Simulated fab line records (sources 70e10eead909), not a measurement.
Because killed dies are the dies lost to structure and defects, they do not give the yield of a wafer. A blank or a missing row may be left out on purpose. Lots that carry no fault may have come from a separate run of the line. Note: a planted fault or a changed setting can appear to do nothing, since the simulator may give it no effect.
Problem report, 8D (eight disciplines) form, completed by code :: flow nand-harc :: the parts of the form that need people (team, actions taken, sign-off) are left out

== 1. THE ISSUE ==
raw-defect-count at NHARC_THIN_TSV_INSPECT_40 reads a mean of 1022 on 2 wafers of 2 lots; wafers without a fault read 556 with a standard deviation of 87. Measured from the usual mean, that is +5.4 standard deviations.
First observed at day 31 14:55: wafer L986.1, on defect-inspect-01. At this step, 18 wafers from 6 lots have a number in the record. By rule, "out" or "out of limits" means more than 4 standard deviations away from the usual mean. All remaining wafers that have a number are taken as sound.

== 2. WHAT IT IS, AND WHAT IT ISN'T ==
question: which readings at this step
is: raw-defect-count
is not: -

question: which lots
is: L986, L987
is not: L971, L974, L977, L991

question: which wafers of those lots
is: L986.1, L987.4
is not: L986.2, L986.6, L987.2, L987.3

question: read on which gauges
is: defect-inspect-01, defect-inspect-02
is not: -

question: when
is: from day 31 14:55
is not: up to then (13 sound wafers); but 3 sound wafers of L991 came after

== 3. SUSPECTS, AND WHAT RULES EACH OUT ==
Counting: any tool at a process step up to the reading remains a suspect provided it ran every lot that is out. Sound lots after the first of them don't rule it out here, since some wafers of a struck lot are sound.
- ruled out: the gauge at NHARC_THIN_TSV_INSPECT_40. The wafers that are out were read on 2 gauges (defect-inspect-01, defect-inspect-02).
- rie-diel-12 at NHARC_THIN_TSV_ETCHBACK_48 (etches the open film in C4F8/Ar, target depth 1028.5 nm, time 405.17 s): kept. It ran every lot that is out, first L987 (day 31 05:27).
- pvd-sputter-01 at NHARC_THIN_TSV_DEGAS_53 (time 60 s): kept. Ran every lot that is out, first one L987 (day 31 07:56); last sound lot up to then L974 (day 26 10:43).
- pvd-sputter-01 at NHARC_THIN_TSV_PRE_CLEAN_54 (time 30 s): kept. Ran every lot that is out, first one L987 (day 31 08:01); last sound lot up to then L974 (day 26 10:54).
rie-diel-12 at NHARC_THIN_TSV_ETCHBACK_48, pvd-sputter-01 at NHARC_THIN_TSV_DEGAS_53 and pvd-sputter-01 at NHARC_THIN_TSV_PRE_CLEAN_54 are what is left after counting.

== 4. THE CAUSE (what the simulator had put in) ==
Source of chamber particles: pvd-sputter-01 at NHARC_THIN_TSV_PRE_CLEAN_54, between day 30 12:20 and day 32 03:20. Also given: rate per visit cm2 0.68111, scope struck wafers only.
Of the 3 suspects that counting leaves, this tool is one.

== 5. THE EFFECT CHAIN, in route order ==
One row per reading whose mean, taken over the struck wafers that have a number, lies over 3 standard deviations from the usual. Readings are gone through only where the record gives a usual standard deviation; hours: the median, over the lots, of the time from a lot's start at the first step in this table giving one to that lot's start at this step; sigmas: the change measured in usual standard deviations.
hours: 0
step: NHARC_THIN_TSV_INSPECT_40
reading: raw-defect-count
usual: 556
on struck wafers: 1022
change: +466
sigmas: +5.4

hours: 4
step: NHARC_END_SORT_01
reading: killed-at-other
usual: 1
on struck wafers: 58
change: +56
sigmas: +47

hours: 4
step: NHARC_END_SORT_01
reading: sort_bin_3_pct
usual: 0.6 %
on struck wafers: 3.5
change: +2.9
sigmas: +7.2
Later measuring or inspecting steps at which every struck wafer that the step has a row for has a number for every such reading, and none has moved that far: NHARC_END_WLT_00.

== 6. WHAT WOULD HAVE CAUGHT IT SOONER ==
Counted from the fault's start at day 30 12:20, it took 27 hours until the first out-of-limits reading at a measuring or inspecting step in this record, taken at day 31 14:55.
Tool readings at NHARC_THIN_TSV_PRE_CLEAN_54 with a usual standard deviation given in the record: none out on any struck wafer, hence no alarm at a limit of 4 standard deviations on them.
By day 31 14:55 the whole set of lots that are out, 2 in number, had already begun NHARC_THIN_TSV_PRE_CLEAN_54 on pvd-sputter-01. None of them would have been spared by holding the tool at that moment.
